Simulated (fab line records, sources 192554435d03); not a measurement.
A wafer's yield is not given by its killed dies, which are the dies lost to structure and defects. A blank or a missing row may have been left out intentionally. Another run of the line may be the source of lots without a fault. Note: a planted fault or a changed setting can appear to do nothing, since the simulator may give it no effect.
A struck lot beside a sound one :: flow n5-finfet :: 15 steps out of a route of 1938
Sound: the wafers L665.2, L665.3, L665.6. Struck: wafer L676.5 (L676.2, L676.4, from the same lot, were not struck and are left out); the cause is given at the end.
At each step with rows: each side's tool, then ch and its chambers, then its first start. Under that, the readings that differ: sound wafers :: struck wafers :: difference of the means :: sigmas: that difference in standard deviations of wafers without a fault.
alike: same words and numbers on both sides, and readings whose means sit less than 2 such deviations apart. not compared: any withheld reading, any reading some wafer has no value for, any bound like >300 that may hide the same value, and any number with overlapping values for which the record gives no deviation.
Wherever a step has rows on one side only, a row that says differs or no value, or a row with sigmas, the two part there. Numbers that don't overlap but have no deviation are shown without sigmas and don't part them. A reading that every wafer of one side lacks parts them only if that side has two wafers or more.

first, 1 step without rows for these wafers: N5_BEOL_M3_DEVELOP_27 (develop time 30 s).
N5_BEOL_M3_CD_MEAS_28: target cd 25.7 nm, target cd y 23.3 nm.
  sound on cd-sem-02 ch 0, day 9 02:26; struck on cd-sem-01 ch 0, day 12 07:01
  alike: cd-nm
N5_BEOL_M3_OVL_MEAS_29:
  sound on overlay-02 ch 0, day 9 02:28; struck on overlay-02 ch 0, day 12 07:04
  alike: V2_OVL
N5_BEOL_M3_INSPECT_30: inspects for defects (brightfield).
  sound on defect-inspect-01 at day 9 02:31; struck on defect-inspect-01 at day 12 07:07
  alike: raw-defect-count
then, 1 step without rows for these wafers: N5_BEOL_M3_DESCUM_33 (chemistry O2, time 7 s).
N5_BEOL_M3_ETCH_77: etches underlayer in N2/H2, target depth 6.5 nm, time 5.2 s.
  sound on rie-diel-06 ch 0,2, day 9 02:46; struck on rie-diel-02 ch 2, day 12 07:11
  alike: drypump-motor-current-A, etch-rf-on-time-s, oes-product-au, rf-vpp-V, showerhead-plenum-p-Torr, throttle-valve-pct
  not compared: rf-hours-counter-h
N5_BEOL_M3_ETCH_69: etches SiARC in CF4, target depth 15.6 nm, time 26 s.
  sound on rie-diel-06 ch 0,2, day 9 02:46; struck on rie-diel-02 ch 2, day 12 07:11
  alike: drypump-motor-current-A, etch-rf-on-time-s, mfc-ar-sccm, oes-product-au, rf-vpp-V, showerhead-plenum-p-Torr, throttle-valve-pct
  not compared: rf-hours-counter-h
N5_BEOL_M3_ALD_98: deposits SiO2, target thk 2.5 nm, pulse time 1 s, co reactant pulse time 1 s.
  sound on ald-sin-02 ch 2,3, day 9 02:52; struck on ald-sin-03 ch 3, day 12 07:19
  alike: heater-power-w, precursor-pulse-height-rel
N5_BEOL_M3_ETCHBACK_99: etches SiO2 in CHF3, target depth 5 nm, time 10.4 s.
  sound on rie-diel-02 ch 0,2,3, day 9 06:04; struck on rie-diel-05 ch 3, day 12 22:53
  alike: drypump-motor-current-A, mfc-ar-sccm, oes-product-au, rf-vpp-V, showerhead-plenum-p-Torr, throttle-valve-pct
  not compared: rf-hours-counter-h
N5_BEOL_M3_ETCH_70: etches SOC in N2/H2, target depth 80 nm, overetch 16 nm, time 120 s.
  sound on rie-diel-02 ch 0,2,3, day 9 06:06; struck on rie-diel-05 ch 3, day 12 22:55
  alike: drypump-motor-current-A, oes-product-au, rf-vpp-V, showerhead-plenum-p-Torr, temp-c, throttle-valve-pct
  not compared: rf-hours-counter-h
then, 2 steps without rows for these wafers: N5_BEOL_M3_STRIP_71 (strips in N2/H2); N5_BEOL_M3_STRIP_78 (strips in N2/H2).
N5_BEOL_M3_VIA_ETCH_34: etches the open film in C4F6/O2, target depth 69.4 nm, time 65.9 s.
  sound on rie-diel-02 ch 0,2,3, day 9 06:12; struck on rie-diel-05 ch 3, day 12 23:02
reading: model.etch.depth-nm (nm)
sound: 71.22 69.56 71.06
struck: 102.3
difference: +31.7
sigmas: 

reading: model.SOC_of_BEOL_M3_COAT_67.thk-nm (nm)
sound: 51.8 52 51.8
struck: 48
difference: -4
sigmas: 
  alike: drypump-motor-current-A, mfc-ar-sccm, oes-product-au, rf-vpp-V, showerhead-plenum-p-Torr, throttle-valve-pct
  not compared: rf-hours-counter-h
then, 1 step without rows for these wafers: N5_BEOL_M3_STRIP_83 (strips in C4F6/O2).
N5_BEOL_M4_RC_MEAS_101:
  sound on prober-02 ch 0, day 10 23:17; struck on prober-01 ch 0, day 14 05:50
reading: DIBL_N (mV/V)
sound: 33.8 35.6 33.1
struck: 39.5
difference: +5.3
sigmas: +3

reading: IOFF_N (nA/um)
sound: 0.127 0.156 0.128
struck: 0.226
difference: +0.089
sigmas: +3

reading: IOFF_P (nA/um)
sound: 0.164 0.179 0.163
struck: 0.231
difference: +0.062
sigmas: +2

reading: SS_N (mV/dec)
sound: 71.2 71.8 71.4
struck: 72.9
difference: +1.4
sigmas: +2

reading: VT_N (mV)
sound: 253 251 252
struck: 246
difference: -6
sigmas: -2

reading: VT_P (mV)
sound: -257 -255 -255
struck: -248
difference: +8
sigmas: +2
  alike: DIBL_P, ION_N, ION_P, SS_P

== WHERE THEY PART ==
N5_BEOL_M4_RC_MEAS_101 only, going by this record.

WHY: the cause the simulator had injected
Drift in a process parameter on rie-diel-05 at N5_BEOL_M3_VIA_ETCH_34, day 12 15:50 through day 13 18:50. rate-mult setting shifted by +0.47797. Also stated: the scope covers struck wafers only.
